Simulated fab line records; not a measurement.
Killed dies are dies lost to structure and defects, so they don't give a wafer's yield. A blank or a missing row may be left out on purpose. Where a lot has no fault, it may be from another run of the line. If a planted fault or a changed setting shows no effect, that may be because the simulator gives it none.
fab line records	flow nand_harc
record lots=24	wafers=72	last_day=24
route steps=1159 shown P_START@1 P_ZERO_WELL@16 P_GATE@122 P_CONTACT@246
lots with no fault: from the same line, run without faults
start_h: hours from the record's first day to the start of the lot's first wafer shown	wait_h: time in hours since the lot's previous step	" identical to the entry in the row above	L1.1+2: several wafers, shown together as one row	- no value present, or no start provided	* or withheld: withheld	< > ~ a bound
route shown NAME@n: a module of which the file shows steps, and the number in the route of the first	usual: mean/standard deviation taken from wafers without a fault	same: alike in all rows	chamber/n: place in a boat	sites: per-site readings	_std_site: the standard deviation of these	_edge_site: the outer-site mean with the inner-site mean subtracted	radius_mm: how far each site lies from the wafer's centre	mask NAME#n: copy n	behind: the most recent tool/chamber to have shaped the wafer	hold: the reason the lot was held/the length of the hold in hours/how it ended	device: transistor that didn't switch, given as n, p or np	end of line: the same wafers' tests at the end of the route	step lacking rows: just its recipe	killed: the dies lost at the first sort to structure and to defects; this is not the yield of the wafer	map: dies across one wafer; x = killed, . = not, _ = none there
set.NAME: the setting as run; set.NAME@STEP: as run at that earlier step	model.NAME: the simulator's own value behind a step, which no gauge read
the route's steps for a sample of lots (tables are steps, rows are wafers)
services: a tool's chamber out of use, with start hour (start_h, from the record's first day; less than 0 if before it), hours out, and reason
## steps
# step NHARC_P_START_INSPECT_01
# usual raw_defect_count=3.8/2
lot.wafer	tool	chamber	start_h	wait_h	raw_defect_count
L074.1	defect_inspect-01	-	12.04	-	4
L074.2	"	-	"	"	3
L074.5	"	-	"	"	4
L075.1	defect_inspect-01	-	18.04	-	4
L075.4	"	-	"	"	1
L075.5	"	-	"	"	5
L076.1	defect_inspect-01	-	24.04	-	3
L076.4	"	-	"	"	3
L076.6	"	-	"	"	4
L077.2	defect_inspect-02	-	30.04	-	4
L077.4	"	-	"	"	2
L077.6	"	-	"	"	3
L078.1	defect_inspect-01	-	36.04	-	2
L078.3	"	-	"	"	6
L078.5	"	-	"	"	5
L079.2	defect_inspect-01	-	42.04	-	4
L079.5	"	-	"	"	0
L079.6	"	-	"	"	5
L080.3	defect_inspect-01	-	48.04	-	1
L080.4	"	-	"	"	6
L080.5	"	-	"	"	2
L081.2	defect_inspect-02	-	54.04	-	4
L081.5	"	-	"	"	6
L081.6	"	-	"	"	0
L082.1	defect_inspect-02	-	60.03	-	5
L082.5	"	-	"	"	5
L082.6	"	-	"	"	7
L083.1	defect_inspect-02	-	66.04	-	2
L083.2	"	-	"	"	2
L083.3	"	-	"	"	7
L084.1	defect_inspect-01	-	72.03	-	7
L084.3	"	-	"	"	4
L084.4	"	-	"	"	4
L085.4	defect_inspect-02	-	78.04	-	4
L085.5	"	-	"	"	7
L085.6	"	-	"	"	6
L086.1	defect_inspect-01	-	84.04	-	2
L086.2	"	-	"	"	0
L086.3	"	-	"	"	0
L087.1	defect_inspect-01	-	90.04	-	0
L087.4	"	-	"	"	3
L087.6	"	-	"	"	4
L088.3	defect_inspect-01	-	96.04	-	4
L088.5	"	-	"	"	2
L088.6	"	-	"	"	6
L089.1	defect_inspect-01	-	102.04	-	2
L089.3	"	-	"	"	7
L089.6	"	-	"	"	5
L090.4	defect_inspect-02	-	108.04	-	3
L090.5	"	-	"	"	5
L090.6	"	-	"	"	4
L091.1	defect_inspect-02	-	114.04	-	2
L091.3	"	-	"	"	0
L091.5	"	-	"	"	5
L092.2	defect_inspect-02	-	120.04	-	3
L092.5	"	-	"	"	5
L092.6	"	-	"	"	8
L093.1	defect_inspect-01	-	126.04	-	5
L093.2	"	-	"	"	10
L093.6	"	-	"	"	5
L094.3	defect_inspect-01	-	132.04	-	4
L094.4	"	-	"	"	4
L094.6	"	-	"	"	3
L095.1	defect_inspect-01	-	138.04	-	3
L095.2	"	-	"	"	4
L095.4	"	-	"	"	3
L096.2	defect_inspect-01	-	144.04	-	2
L096.3	"	-	"	"	5
L096.4	"	-	"	"	1
L097.1	defect_inspect-02	-	150.04	-	6
L097.4	"	-	"	"	3
L097.5	"	-	"	"	8
# step NHARC_P_ZERO_WELL_DESCUM_13
# recipe time_s=3	o2_flow_sccm=200	ar_flow_sccm=0	bias_power_w=0	chemistry=O2
# usual drypump_motor_current_A=5.7/0.32	mfc_ar_sccm=0.007/0.013	oes_product_au=1.001/0.009	rf_vpp_V=57.8/0.99	showerhead_plenum_p_Torr=1.91/0.09	throttle_valve_pct=11.311/0.0094
lot.wafer	tool	chamber	start_h	wait_h	drypump_motor_current_A	mfc_ar_sccm	oes_product_au	rf_hours_counter_h	rf_vpp_V	showerhead_plenum_p_Torr	throttle_valve_pct
L074.2	rie_diel-05	1	13.37	-	5.9	0	0.998	0	57.9	1.83	11.312
L074.1	"	0	"	"	5.5	0	0.997	0	59.3	2.07	11.314
L074.5	"	2	"	"	5.8	0.007	0.999	-	57.9	1.83	11.321
L075.1	rie_diel-05	0	19.28	-	5.4	0	0.992	1	59.9	2.07	11.309
L075.4	"	0	"	"	5.4	0	0.989	-	58.5	2.07	11.288
L075.5	"	1	"	"	5.9	0	0.989	-	57.9	1.83	11.304
L076.1	rie_diel-11	2	25.40	-	5.1	0.039	1.007	0	55.4	1.78	11.325
L076.4	"	3	"	"	5.4	0	1.001	0	57.7	1.99	11.312
L076.6	"	2	"	"	5.1	0.039	0.996	-	57.8	1.78	11.307
L077.2	rie_diel-05	1	31.39	-	5.9	0	0.986	2	55.7	1.83	11.303
L077.4	"	0	"	"	5.5	0	0.997	2	57.4	2.07	11.324
L077.6	"	1	"	"	5.9	0	1.005	-	57.4	1.83	11.314
L078.3	rie_diel-11	1	37.39	-	5.8	0	0.995	1	58.1	1.87	11.327
L078.1	"	3	"	"	5.4	0	0.993	1	59.4	1.99	11.299
L078.5	"	2	"	"	5.1	0.039	0.998	-	56.7	1.78	11.304
L079.2	rie_diel-05	1	43.43	-	5.9	0	0.988	3	56.1	1.83	11.307
L079.5	"	3	"	"	6.0	0.018	1.006	-	58.9	1.95	11.315
L079.6	"	0	"	"	5.4	0	0.998	-	57.7	2.07	11.308
L080.4	rie_diel-05	2	49.41	-	5.7	0.007	0.988	4	56.8	1.83	11.313
L080.3	"	3	"	"	6.0	0.018	0.987	3	58.4	1.95	11.307
L080.5	"	2	"	"	5.7	0.007	0.995	-	57.1	1.83	11.303
L081.2	rie_diel-11	1	55.40	-	5.8	0	0.999	3	56.8	1.87	11.332
L081.6	"	3	"	"	5.4	0	1.005	-	57.3	1.99	11.333
L081.5	"	0	"	"	5.9	0	1.002	-	59.4	1.99	11.306
L082.1	rie_diel-09	0	61.29	-	6.4	0	0.992	11	57.5	1.94	11.315
L082.5	"	1	"	"	6.1	0	1.004	-	58.7	2.05	11.306
L082.6	"	2	"	"	6.0	0	1.012	-	58.9	1.89	11.300
L083.2	rie_diel-11	1	67.31	-	5.8	0	0.991	4	56.3	1.87	11.329
L083.1	"	2	"	"	5.1	0.039	1.004	4	57.4	1.78	11.312
L083.3	"	3	"	"	5.4	0	1.001	4	57.0	1.99	11.313
L084.4	rie_diel-09	3	73.40	-	5.4	0.008	1.003	11	58.3	1.94	11.328
L084.3	"	0	"	"	6.4	0	1.005	12	58.1	1.94	11.307
L084.1	"	2	"	"	6.0	0	1.007	11	59.3	1.89	11.308
L085.4	rie_diel-11	3	79.41	-	5.4	0	1.000	5	59.3	1.99	11.309
L085.6	"	2	"	"	5.1	0.039	1.012	-	58.3	1.78	11.309
L085.5	"	3	"	"	5.4	0	1.009	-	57.7	1.99	11.307
L086.2	rie_diel-05	3	85.39	-	6.0	0.018	0.999	6	56.6	1.95	11.311
L086.1	"	1	"	"	5.9	0	0.989	5	57.0	1.83	11.308
L086.3	"	2	"	"	5.8	0.007	0.991	6	57.2	1.83	11.317
L087.1	rie_diel-05	2	91.39	-	5.7	0.007	0.994	6	57.1	1.83	11.309
L087.4	"	2	"	"	5.8	0.007	1.005	-	58.4	1.83	11.318
L087.6	"	1	"	"	5.9	0	0.986	-	55.8	1.83	11.315
L088.3	rie_diel-11	3	97.28	-	5.4	0	1.001	6	59.3	1.99	11.311
L088.5	"	1	"	"	5.8	0	1.008	-	56.9	1.87	11.295
L088.6	"	2	"	"	5.1	0.039	1.008	-	57.2	1.78	11.308
L089.3	rie_diel-11	3	103.28	-	5.4	0	1.006	7	58.9	1.99	11.310
L089.1	"	2	"	"	5.1	0.039	1.000	7	56.6	1.78	11.324
L089.6	"	0	"	"	5.9	0	1.005	-	57.3	1.99	11.295
L090.4	rie_diel-09	2	109.28	-	6.0	0	1.003	2	57.0	1.88	11.314
L090.6	"	2	"	"	6.0	0	1.009	-	57.6	1.88	11.296
L090.5	"	3	"	"	5.4	0.008	1.007	-	58.0	1.94	11.299
L091.1	rie_diel-11	3	115.47	-	5.3	0	1.002	8	58.4	1.99	11.309
L091.3	"	0	"	"	5.9	0	1.003	7	58.5	1.99	11.327
L091.5	"	3	"	"	5.4	0	1.005	-	58.1	1.99	11.316
L092.2	rie_diel-05	3	121.28	-	6.0	0.018	0.998	9	57.2	1.95	11.298
L092.5	"	2	"	"	5.7	0.007	1.008	-	57.8	1.83	11.315
L092.6	"	3	"	"	6.0	0.018	1.014	-	57.7	1.95	11.304
L093.1	rie_diel-11	0	127.41	-	5.9	0	1.008	7	59.8	1.99	11.307
L093.2	"	2	"	"	5.1	0.039	1.012	9	56.0	1.78	11.296
L093.6	"	1	"	"	5.8	0	1.005	-	57.4	1.87	11.319
L094.4	rie_diel-05	3	133.41	-	6.0	0.018	1.005	9	58.8	1.95	11.305
L094.3	"	0	"	"	5.5	0	0.980	9	57.9	2.07	11.312
L094.6	"	1	"	"	5.9	0	0.993	-	55.7	1.82	11.320
L095.1	rie_diel-11	1	139.43	-	5.8	0	0.993	9	59.4	1.87	11.303
L095.4	"	2	"	"	5.1	0.039	1.005	10	56.9	1.78	11.300
L095.2	"	3	"	"	5.4	0	1.000	10	59.9	1.99	11.315
L096.3	rie_diel-05	1	145.40	-	5.9	0	0.993	9	56.7	1.82	11.308
L096.2	"	0	"	"	5.5	0	0.981	9	59.1	2.07	11.315
L096.4	"	0	"	"	5.5	0	0.986	-	56.6	2.07	11.317
L097.1	rie_diel-11	3	151.41	-	5.4	0	1.008	10	59.1	1.99	11.293
L097.4	"	0	"	"	5.9	0	1.020	10	58.5	1.99	11.316
L097.5	"	3	"	"	5.4	0	1.005	-	59.0	1.99	11.321
# step NHARC_P_GATE_CD_MEAS_11
# recipe target_cd_nm=1640	landing_energy_ev=500
# usual cd_nm=1640.1/1.6
lot.wafer	tool	chamber	start_h	wait_h	cd_nm
L074.1	cd_sem-02	0	73.74	-	1638.5
L074.2	"	0	"	"	1638.6
L074.5	"	0	"	"	1635.9
L075.1	cd_sem-03	0	73.78	-	1642.2
L075.4	"	0	"	"	1641.6
L075.5	"	0	"	"	1640.8
L076.1	cd_sem-02	0	86.31	-	1639.9
L076.4	"	0	"	"	1638.6
L076.6	"	0	"	"	1638.8
L077.2	cd_sem-02	0	86.47	-	1642.7
L077.4	"	0	"	"	1641.6
L077.6	"	0	"	"	1641.7
L078.1	cd_sem-01	0	97.27	-	1639.5
L078.3	"	0	"	"	1641.3
L078.5	"	0	"	"	1639.9
L079.2	cd_sem-02	0	105.43	-	1640.8
L079.5	"	0	"	"	1640.3
L079.6	"	0	"	"	1640.1
L080.3	cd_sem-01	0	105.47	-	1642.0
L080.4	"	0	"	"	1641.5
L080.5	"	0	"	"	1642.6
L082.1	cd_sem-02	0	117.08	-	1642.1
L082.5	"	0	"	"	1640.3
L082.6	"	0	"	"	1640.5
L081.2	cd_sem-01	0	117.25	-	1637.3
L081.5	"	0	"	"	1639.4
L081.6	"	0	"	"	1639.9
L084.1	cd_sem-01	0	135.09	-	1641.2
L084.3	"	0	"	"	1641.2
L084.4	"	0	"	"	1641.2
L083.1	cd_sem-02	0	135.25	-	1640.6
L083.2	"	0	"	"	1640.5
L083.3	"	0	"	"	1641.6
L087.1	cd_sem-02	0	155.68	-	1640.0
L087.4	"	0	"	"	1638.9
L087.6	"	0	"	"	1638.8
L085.4	cd_sem-03	0	155.73	-	1642.7
L085.5	"	0	"	"	1639.9
L085.6	"	0	"	"	1640.2
L088.3	cd_sem-02	0	155.88	-	1639.0
L088.5	"	0	"	"	1638.3
L088.6	"	0	"	"	1640.1
L086.1	cd_sem-03	0	156.04	-	1641.4
L086.2	"	0	"	"	1641.3
L086.3	"	0	"	"	1642.4
L089.1	cd_sem-03	0	160.88	-	1637.9
L089.3	"	0	"	"	1638.7
L089.6	"	0	"	"	1638.1
L091.1	cd_sem-01	0	170.89	-	1638.8
L091.3	"	0	"	"	1639.1
L091.5	"	0	"	"	1637.8
L090.4	cd_sem-01	0	171.06	-	1639.8
L090.5	"	0	"	"	1639.4
L090.6	"	0	"	"	1638.6
L092.2	cd_sem-03	0	183.94	-	1638.8
L092.5	"	0	"	"	1640.7
L092.6	"	0	"	"	1640.8
L093.1	cd_sem-03	0	184.10	-	1641.9
L093.2	"	0	"	"	1641.4
L093.6	"	0	"	"	1639.9
L094.3	cd_sem-02	0	202.85	-	1637.0
L094.4	"	0	"	"	1636.3
L094.6	"	0	"	"	1636.4
L095.1	cd_sem-03	0	203.00	-	1640.8
L095.2	"	0	"	"	1640.0
L095.4	"	0	"	"	1641.1
L096.2	cd_sem-02	0	208.62	-	1639.9
L096.3	"	0	"	"	1639.7
L096.4	"	0	"	"	1638.7
L097.1	cd_sem-02	0	216.79	-	1641.1
L097.4	"	0	"	"	1642.1
L097.5	"	0	"	"	1641.0
# step NHARC_P_GATE_ETCH_114
# recipe target_depth_a=300	overetch_a=30	time_s=16.5	ion_energy_ev=100	cf4_flow_sccm=80	o2_flow_sccm=20	ar_flow_sccm=0	rf_w=300	bias_w=100	chemistry=CF4/O2
# usual drypump_motor_current_A=5.7/0.37	mfc_ar_sccm=0.004/0.0074	oes_product_au=1.001/0.008	rf_vpp_V=197.3/1.6	showerhead_plenum_p_Torr=1.31/0.062	throttle_valve_pct=13.398/0.0083
lot.wafer	tool	chamber	start_h	wait_h	drypump_motor_current_A	mfc_ar_sccm	oes_product_au	rf_hours_counter_h	rf_vpp_V	showerhead_plenum_p_Torr	throttle_valve_pct
L074.2	rie_diel-07	0	-	-	5.0	0	1.003	4	198.8	1.42	13.397
L074.1	"	2	"	"	5.5	0	1.000	5	195.8	1.24	13.396
L074.5	"	2	"	"	5.5	0	1.000	-	195.6	1.24	13.394
L075.1	rie_diel-13	3	-	-	5.4	0.022	0.999	56	196.9	1.32	13.395
L075.4	"	1	"	"	6.3	0	1.001	-	195.9	1.28	13.414
L075.5	"	2	"	"	5.7	0	1.007	-	195.5	1.24	13.400
L076.1	rie_diel-07	2	-	-	5.5	0	1.006	8	196.9	1.24	13.388
L076.4	"	1	"	"	5.7	0	0.989	8	199.3	1.37	13.395
L076.6	"	2	"	"	5.5	0	0.990	-	194.9	1.24	13.405
L077.4	rie_diel-07	2	-	-	5.5	0	1.003	8	197.7	1.24	13.411
L077.2	"	3	"	"	6.1	0.006	0.999	6	196.8	1.25	13.398
L077.6	"	0	"	"	5.0	0	0.994	-	199.4	1.42	13.398
L078.3	rie_diel-07	2	-	-	5.5	0	1.005	10	196.1	1.24	13.393
L078.1	"	3	"	"	6.1	0.006	1.003	8	194.6	1.25	13.391
L078.5	"	1	"	"	5.7	0	1.005	-	198.1	1.37	13.402
L080.3	rie_diel-13	0	-	-	5.4	0	1.011	6	199.4	1.34	13.395
L080.4	"	1	"	"	6.3	0	1.028	6	196.1	1.28	13.402
L080.5	"	3	"	"	5.4	0.022	1.003	-	197.2	1.32	13.390
L079.2	rie_diel-13	3	-	-	5.4	0.022	0.999	6	197.9	1.32	13.396
L079.5	"	0	"	"	5.5	0	1.004	-	198.8	1.34	13.388
L079.6	"	1	"	"	6.3	0	1.016	-	196.3	1.28	13.396
L082.1	rie_diel-13	2	-	-	5.7	0	1.002	8	195.6	1.24	13.398
L082.5	"	1	"	"	6.3	0	1.009	-	195.6	1.28	13.402
L082.6	"	2	"	"	5.7	0	1.008	-	196.3	1.24	13.408
L081.2	rie_diel-01	1	-	-	5.8	0	1.000	57	195.7	1.29	13.391
L081.5	"	0	"	"	5.4	0.008	0.995	-	196.2	1.28	13.410
L081.6	"	1	"	"	5.8	0	0.996	-	197.0	1.29	13.406
L083.1	rie_diel-01	3	-	-	5.5	0.023	0.994	0	197.8	1.36	13.382
L083.2	"	0	"	"	5.4	0.008	1.007	1	197.8	1.28	13.402
L083.3	"	2	"	"	6.3	0	1.015	0	199.2	1.39	13.408
L084.3	rie_diel-01	0	-	-	5.4	0.008	0.998	1	196.1	1.28	13.396
L084.4	"	1	"	"	5.8	0	0.997	1	197.0	1.29	13.385
L084.1	"	3	"	"	5.5	0.023	1.000	1	199.1	1.36	13.402
L088.3	rie_diel-07	2	-	-	5.5	0	1.006	21	194.7	1.24	13.402
L088.5	"	1	"	"	5.7	0	0.997	-	199.6	1.37	13.408
L088.6	"	2	"	"	5.5	0	1.006	-	193.8	1.24	13.418
L085.4	rie_diel-01	3	-	-	5.5	0.023	1.009	13	199.2	1.35	13.383
L085.6	"	0	"	"	5.4	0.008	1.002	-	197.0	1.27	13.389
L085.5	"	1	"	"	5.8	0	1.003	-	197.9	1.28	13.401
L086.1	rie_diel-07	2	-	-	5.5	0	1.010	21	197.3	1.24	13.395
L086.2	"	3	"	"	6.1	0.006	0.992	19	194.4	1.25	13.390
L086.3	"	0	"	"	5.0	0	1.010	20	200.2	1.42	13.394
L087.4	rie_diel-01	0	-	-	5.4	0.008	1.001	13	196.1	1.28	13.400
L087.1	"	1	"	"	5.8	0	1.006	12	198.7	1.29	13.388
L087.6	"	1	"	"	5.8	0	1.002	-	195.7	1.29	13.414
L089.3	rie_diel-07	3	-	-	6.1	0.006	0.998	19	196.3	1.25	13.384
L089.1	"	1	"	"	5.7	0	0.999	22	198.2	1.37	13.397
L089.6	"	0	"	"	5.0	0	1.001	-	198.7	1.42	13.381
L091.3	rie_diel-07	2	-	-	5.5	0	1.000	22	197.1	1.24	13.387
L091.1	"	3	"	"	6.1	0.006	0.999	20	195.6	1.25	13.411
L091.5	"	3	"	"	6.1	0.006	0.997	-	196.3	1.25	13.401
L090.4	rie_diel-01	0	-	-	5.4	0.008	0.998	18	196.4	1.27	13.399
L090.6	"	1	"	"	5.8	0	1.009	-	195.0	1.28	13.382
L090.5	"	2	"	"	6.3	0	1.021	-	199.2	1.38	13.397
L093.1	rie_diel-13	1	-	-	6.3	0	1.005	35	197.0	1.27	13.391
L093.2	"	2	"	"	5.6	0	1.009	33	196.1	1.24	13.389
L093.6	"	1	"	"	6.3	0	1.012	-	196.3	1.27	13.407
L092.2	rie_diel-13	1	-	-	6.3	0	0.996	35	195.6	1.27	13.404
L092.6	"	1	"	"	6.3	0	1.004	-	196.5	1.27	13.398
L092.5	"	2	"	"	5.7	0	1.002	-	197.0	1.24	13.392
L094.3	rie_diel-07	2	-	-	5.5	0	0.997	29	195.5	1.24	13.405
L094.4	"	3	"	"	6.1	0.006	0.989	27	195.0	1.24	13.399
L094.6	"	0	"	"	5.0	0	0.999	-	200.7	1.42	13.402
L095.4	rie_diel-07	1	-	-	5.7	0	0.996	23	197.9	1.37	13.389
L095.2	"	2	"	"	5.5	0	1.002	29	195.3	1.24	13.400
L095.1	"	3	"	"	6.1	0.006	0.998	27	196.4	1.24	13.395
L096.3	rie_diel-13	2	-	-	5.6	0	0.999	45	196.3	1.24	13.387
L096.4	"	0	"	"	5.5	0	0.987	50	199.8	1.33	13.406
L096.2	"	1	"	"	6.3	0	1.018	46	196.9	1.27	13.387
L097.1	rie_diel-13	3	-	-	5.4	0.022	0.989	53	198.8	1.31	13.398
L097.4	"	0	"	"	5.4	0	0.985	52	198.2	1.33	13.379
L097.5	"	2	"	"	5.6	0	1.000	-	195.4	1.23	13.402
# step NHARC_P_GATE_ETCH_32
# recipe target_depth_a=1500	over_etch_frac=1	over_etch_ion_energy_ev=40	time_s=100.1	hbr_flow_sccm=150	cl2_flow_sccm=50	rf_w=400	icp_w=400	bias_w=100	chemistry=HBr/Cl2
# usual drypump_motor_current_A=5.7/0.36	hbr_flow_sccm=150.1/0.44	he_backside_leak_sccm=2.60/0.24	oes_product_au=0.999/0.0074	throttle_valve_pct=26.405/0.0083
lot.wafer	tool	chamber	start_h	wait_h	drypump_motor_current_A	hbr_flow_sccm	he_backside_leak_sccm	oes_product_au	rf_hours_counter_h	throttle_valve_pct
L074.2	rie_si-01	2	89.17	-	5.5	150.3	2.46	0.990	1.1	26.411
L074.1	"	0	"	"	6.2	149.4	2.36	0.997	1.0	26.401
L074.5	"	2	"	"	5.6	150.3	2.48	0.984	-	26.397
L075.1	rie_si-06	1	90.31	-	6.2	149.7	2.50	1.001	0.9	26.400
L075.4	"	1	"	"	6.2	150.6	2.50	0.992	-	26.394
L075.5	"	3	"	"	5.7	150.6	2.46	0.998	-	26.407
L076.1	rie_si-02	2	100.79	-	5.7	149.6	2.47	0.991	0.5	26.398
L076.4	"	3	"	"	6.1	150.1	2.67	1.004	0.5	26.394
L076.6	"	3	"	"	6.1	150.1	2.63	0.987	-	26.410
L077.4	rie_si-01	3	101.07	-	5.0	149.9	2.59	0.996	1.2	26.414
L077.2	"	1	"	"	5.9	149.7	2.87	0.997	1.2	26.401
L077.6	"	2	"	"	5.5	150.9	2.35	1.002	-	26.418
L078.1	rie_si-02	2	111.98	-	5.8	151.0	2.68	0.994	0.6	26.417
L078.3	"	3	"	"	6.1	150.6	2.71	0.999	0.6	26.410
L078.5	"	2	"	"	5.7	150.1	2.74	0.984	-	26.407
L080.4	rie_si-01	0	122.63	-	6.2	150.0	3.68	0.996	1.3	26.404
L080.3	"	1	"	"	5.9	150.3	3.07	0.991	1.4	26.414
L080.5	"	3	"	"	5.0	150.9	2.63	0.989	-	26.399
L079.2	rie_si-06	0	123.11	-	5.4	149.2	2.37	1.003	1.1	26.402
L079.6	"	3	"	"	5.7	149.6	2.50	0.998	-	26.392
L079.5	"	0	"	"	5.4	149.9	2.46	0.991	-	26.412
L082.1	rie_si-06	0	133.44	-	5.4	150.0	2.46	1.005	1.2	26.411
L082.5	"	3	"	"	5.8	149.7	2.43	1.014	-	26.400
L082.6	"	0	"	"	5.4	150.0	2.51	1.001	-	26.403
L081.2	rie_si-02	0	133.61	-	5.2	150.3	2.86	1.011	0.8	26.423
L081.6	"	2	"	"	5.7	150.4	2.77	0.996	-	26.410
L081.5	"	3	"	"	6.1	150.2	2.55	1.000	-	26.409
L083.3	rie_si-01	1	149.28	-	5.8	150.7	3.04	0.991	0.0	26.413
L083.2	"	2	"	"	5.5	150.7	2.46	0.974	0.0	26.406
L083.1	"	3	"	"	5.0	149.3	2.77	0.994	0.1	26.409
L084.4	rie_si-02	2	149.91	-	5.7	150.0	2.74	1.004	1.0	26.403
L084.3	"	0	"	"	5.2	150.5	2.74	1.008	0.9	26.413
L084.1	"	1	"	"	5.8	150.0	2.46	1.020	0.7	26.409
L088.3	rie_si-06	2	172.04	-	6.1	149.6	2.80	1.005	1.3	26.412
L088.5	"	2	"	"	6.1	150.0	2.85	0.999	-	26.388
L088.6	"	3	"	"	5.8	150.7	2.50	0.997	-	26.423
L085.4	rie_si-01	0	172.35	-	6.1	149.7	2.52	0.998	0.1	26.404
L085.5	"	3	"	"	5.0	149.8	2.49	1.000	-	26.412
L085.6	"	0	"	"	6.1	149.5	2.40	1.003	-	26.389
L086.3	rie_si-02	1	172.69	-	5.8	150.3	2.52	1.003	0.9	26.404
L086.2	"	3	"	"	6.1	150.6	2.81	0.999	1.4	26.405
L086.1	"	0	"	"	5.2	150.3	2.79	0.997	1.1	26.388
L087.1	rie_si-06	0	173.10	-	5.4	150.6	2.35	0.999	1.6	26.404
L087.4	"	1	"	"	6.2	150.3	3.19	0.991	1.6	26.397
L087.6	"	0	"	"	5.4	150.0	2.42	1.006	-	26.416
L089.3	rie_si-01	2	175.35	-	5.6	150.6	2.12	1.000	0.3	26.402
L089.1	"	3	"	"	5.0	149.8	2.58	1.000	0.4	26.408
L089.6	"	2	"	"	5.6	150.0	2.10	1.001	-	26.406
L091.3	rie_si-01	1	188.61	-	5.9	150.2	2.99	0.996	0.5	26.400
L091.1	"	2	"	"	5.6	150.3	2.45	0.991	0.5	26.420
L091.5	"	1	"	"	5.9	150.4	2.95	1.008	-	26.403
L090.4	rie_si-02	2	189.08	-	5.8	150.7	2.70	1.003	1.3	26.406
L090.6	"	1	"	"	5.8	150.4	2.48	1.013	-	26.393
L090.5	"	2	"	"	5.8	150.1	2.69	0.994	-	26.413
L093.1	rie_si-06	3	198.95	-	5.7	149.9	2.39	1.009	0.0	26.418
L093.2	"	0	"	"	5.4	149.9	2.44	1.010	0.1	26.413
L093.6	"	2	"	"	6.1	149.0	2.90	0.995	-	26.407
L092.2	rie_si-01	2	199.64	-	5.5	150.4	2.32	1.012	0.7	26.407
L092.5	"	0	"	"	6.2	150.1	2.45	0.995	-	26.410
L092.6	"	1	"	"	5.9	150.1	3.03	0.998	-	26.412
L094.3	rie_si-06	0	219.28	-	5.4	150.3	2.50	1.000	0.2	26.411
L094.4	"	1	"	"	6.2	149.2	2.58	0.995	0.3	26.412
L094.6	"	0	"	"	5.4	150.6	2.64	1.009	-	26.400
L095.1	rie_si-01	0	219.35	-	6.2	149.4	2.40	0.985	0.6	26.406
L095.4	"	2	"	"	5.6	150.3	2.32	0.995	0.9	26.404
L095.2	"	3	"	"	5.0	149.9	2.50	0.992	0.8	26.414
L096.2	rie_si-06	3	226.12	-	5.7	150.2	2.46	0.999	0.3	26.407
L096.4	"	1	"	"	6.2	150.7	2.31	0.997	0.3	26.397
L096.3	"	2	"	"	6.2	150.3	2.98	0.996	0.3	26.410
L097.1	rie_si-01	0	236.15	-	6.2	150.5	2.45	1.006	0.8	26.413
L097.4	"	1	"	"	5.8	150.1	2.94	0.997	1.0	26.408
L097.5	"	0	"	"	6.2	149.8	2.47	1.002	-	26.392
# step NHARC_P_CONTACT_PVD_32
# recipe target_thk_a=50	chamber_pressure_pa=5	power_w=5000	substrate_temp_c=200	time_s=17.7	material=Ti
# usual throttle_valve_pct=30.2/0.95
lot.wafer	tool	chamber	start_h	wait_h	throttle_valve_pct
L074.1	pvd_sputter-01	-	-	-	31.4
L074.2	"	-	"	"	30.8
L074.5	"	-	"	"	30.8
L075.1	pvd_sputter-03	-	-	-	29.6
L075.4	"	-	"	"	31.1
L075.5	"	-	"	"	29.3
L076.4	pvd_sputter-02	-	-	-	30.9
L076.1	"	-	"	"	28.2
L076.6	"	-	"	"	30.4
L077.2	pvd_sputter-01	-	-	-	30.9
L077.4	"	-	"	"	30.5
L077.6	"	-	"	"	31.6
L078.1	pvd_sputter-01	-	-	-	31.4
L078.3	"	-	"	"	30.8
L078.5	"	-	"	"	31.4
L080.3	pvd_sputter-02	-	-	-	28.3
L080.4	"	-	"	"	30.8
L080.5	"	-	"	"	30.1
L079.2	pvd_sputter-02	-	-	-	30.4
L079.5	"	-	"	"	30.6
L079.6	"	-	"	"	28.2
L082.1	pvd_sputter-01	-	-	-	31.4
L082.5	"	-	"	"	30.1
L082.6	"	-	"	"	31.4
L081.2	pvd_sputter-03	-	-	-	29.3
L081.5	"	-	"	"	30.3
L081.6	"	-	"	"	29.2
L083.2	pvd_sputter-03	-	-	-	29.4
L083.1	"	-	"	"	29.6
L083.3	"	-	"	"	30.5
L084.4	pvd_sputter-02	-	-	-	30.4
L084.1	"	-	"	"	30.3
L084.3	"	-	"	"	30.9
L088.3	pvd_sputter-03	-	-	-	30.3
L088.6	"	-	"	"	29.7
L088.5	"	-	"	"	30.8
L085.4	pvd_sputter-02	-	-	-	28.0
L085.5	"	-	"	"	28.1
L085.6	"	-	"	"	30.6
L086.1	pvd_sputter-01	-	-	-	31.7
L086.2	"	-	"	"	30.2
L086.3	"	-	"	"	29.5
L087.1	pvd_sputter-03	-	-	-	30.9
L087.4	"	-	"	"	28.9
L087.6	"	-	"	"	30.3
L089.1	pvd_sputter-03	-	-	-	30.2
L089.3	"	-	"	"	30.8
L089.6	"	-	"	"	30.2
L091.1	pvd_sputter-02	-	-	-	28.2
L091.3	"	-	"	"	30.1
L091.5	"	-	"	"	28.2
L090.4	pvd_sputter-01	-	-	-	30.9
L090.6	"	-	"	"	31.2
L090.5	"	-	"	"	30.2
L093.1	pvd_sputter-03	-	-	-	30.9
L093.2	"	-	"	"	30.1
L093.6	"	-	"	"	30.2
L092.2	pvd_sputter-01	-	-	-	31.5
L092.6	"	-	"	"	29.3
L092.5	"	-	"	"	31.8
L094.3	pvd_sputter-02	-	-	-	30.6
L094.4	"	-	"	"	31.0
L094.6	"	-	"	"	30.5
L095.4	pvd_sputter-01	-	-	-	30.4
L095.1	"	-	"	"	29.0
L095.2	"	-	"	"	31.5
L096.4	pvd_sputter-03	-	-	-	30.4
L096.3	"	-	"	"	29.0
L096.2	"	-	"	"	29.8
L097.1	pvd_sputter-02	-	-	-	30.6
L097.4	"	-	"	"	30.6
L097.5	"	-	"	"	27.8
## services
tool	chamber	start_h	hours	kind
rie_diel-05	-	-7.57	1.2	repair
rie_si-01	2	-6.95	4.0	repair
rie_diel-07	1	-5.98	5.3	repair
rie_diel-11	1	6.67	5.6	repair
rie_diel-05	3	8.64	12.5	repair
rie_diel-11	-	12.50	9.0	pm
rie_diel-07	1	19.45	2.1	repair
rie_diel-05	0	21.25	6.1	repair
rie_si-01	3	26.35	7.8	repair
rie_diel-07	-	51.20	9.0	pm
rie_diel-07	0	64.15	9.2	repair
rie_si-01	0	66.09	2.9	repair
rie_diel-05	0	85.15	7.2	repair
rie_diel-07	3	87.03	8.7	repair
rie_diel-07	-	96.43	1.0	repair
rie_si-01	-	127.00	9.0	pm
rie_diel-05	2	139.94	7.5	repair
rie_si-01	0	142.52	15.8	repair
rie_diel-05	-	163.60	9.0	pm
rie_diel-07	1	176.00	37.6	repair
rie_diel-11	-	189.50	9.0	pm
rie_si-01	3	198.63	5.0	repair
rie_diel-07	3	220.56	8.0	repair
rie_diel-07	-	228.20	9.0	pm
## key
fault none
